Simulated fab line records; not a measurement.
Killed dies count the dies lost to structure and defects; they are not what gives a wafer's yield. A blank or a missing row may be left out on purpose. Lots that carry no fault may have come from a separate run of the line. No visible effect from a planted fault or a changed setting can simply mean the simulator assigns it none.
Chamber matching || flow n5_finfet || rie_diel-03 running N5_FIN_SAQP_HM_OPEN_73: 4 sister chambers
The step chemistry CHF3/O2, target SiO2, stops on a-Si, target depth 12 nm, time 16.8 s. 8 wafers are shown with their chamber, then 11 later ones without.

## EACH WAFER AND ITS CHAMBER
{"wafer": "L085.6", "chamber": 3, "rf_vpp_V (V)": 518, "showerhead_plenum_p_Torr (Torr)": 2.42}
{"wafer": "L087.3", "chamber": 2, "rf_vpp_V (V)": 519, "showerhead_plenum_p_Torr (Torr)": 2.47}
{"wafer": "L087.4", "chamber": 1, "rf_vpp_V (V)": 542, "showerhead_plenum_p_Torr (Torr)": 2.47}
{"wafer": "L087.5", "chamber": 0, "rf_vpp_V (V)": 535, "showerhead_plenum_p_Torr (Torr)": 2.54}
{"wafer": "L088.2", "chamber": 2, "rf_vpp_V (V)": 518, "showerhead_plenum_p_Torr (Torr)": 2.47}
{"wafer": "L088.4", "chamber": 0, "rf_vpp_V (V)": 534, "showerhead_plenum_p_Torr (Torr)": 2.53}
{"wafer": "L088.5", "chamber": 3, "rf_vpp_V (V)": 520, "showerhead_plenum_p_Torr (Torr)": 2.42}
{"wafer": "L089.2", "chamber": 1, "rf_vpp_V (V)": 541, "showerhead_plenum_p_Torr (Torr)": 2.47}

## WAFERS WHOSE CHAMBER IS MISSING
{"wafer": "L089.3", "rf_vpp_V (V)": 519, "showerhead_plenum_p_Torr (Torr)": 2.42}
{"wafer": "L089.5", "rf_vpp_V (V)": 543, "showerhead_plenum_p_Torr (Torr)": 2.47}
{"wafer": "L093.2", "rf_vpp_V (V)": 517, "showerhead_plenum_p_Torr (Torr)": 2.41}
{"wafer": "L093.3", "rf_vpp_V (V)": 533, "showerhead_plenum_p_Torr (Torr)": 2.53}
{"wafer": "L093.4", "rf_vpp_V (V)": 520, "showerhead_plenum_p_Torr (Torr)": 2.47}
{"wafer": "L095.2", "rf_vpp_V (V)": 544, "showerhead_plenum_p_Torr (Torr)": 2.47}
{"wafer": "L095.3", "rf_vpp_V (V)": 519, "showerhead_plenum_p_Torr (Torr)": 2.47}
{"wafer": "L095.4", "rf_vpp_V (V)": 518, "showerhead_plenum_p_Torr (Torr)": 2.41}
{"wafer": "L097.2", "rf_vpp_V (V)": 544, "showerhead_plenum_p_Torr (Torr)": 2.46}
{"wafer": "L097.4", "rf_vpp_V (V)": 520, "showerhead_plenum_p_Torr (Torr)": 2.41}
{"wafer": "L097.5", "rf_vpp_V (V)": 519, "showerhead_plenum_p_Torr (Torr)": 2.41}

## THE CHAMBER EACH PASSED THROUGH
{"wafer": "L089.3", "from the rows above": 3, "in truth": 3}
{"wafer": "L089.5", "from the rows above": 1, "in truth": 1}
{"wafer": "L093.2", "from the rows above": 3, "in truth": 3}
{"wafer": "L093.3", "from the rows above": 0, "in truth": 0}
{"wafer": "L093.4", "from the rows above": 2, "in truth": 2}
{"wafer": "L095.2", "from the rows above": 1, "in truth": 1}
{"wafer": "L095.3", "from the rows above": 2, "in truth": 2}
{"wafer": "L095.4", "from the rows above": 3, "in truth": 3}
{"wafer": "L097.2", "from the rows above": 1, "in truth": 1}
{"wafer": "L097.4", "from the rows above": 3, "in truth": 3}
{"wafer": "L097.5", "from the rows above": 3, "in truth": 3}
Correctly placed: 11 of 11. Left unplaced by these rows: 0. Placed wrongly: 0.
How it was worked out, from the rows above alone: a wafer's distance from a chamber is the root of the sum, over the readings, of the square of ((its reading less the chamber's mean) divided by the reading's scatter). The wafer belongs to the nearest chamber; if the next one is less than 2 further off, it can't be placed. For every chamber, the mean is computed from those of its wafers that are shown. The scatter: the root of (the sum of the squares of (reading less its chamber's mean) over the shown wafers, divided by (wafers less chambers)).
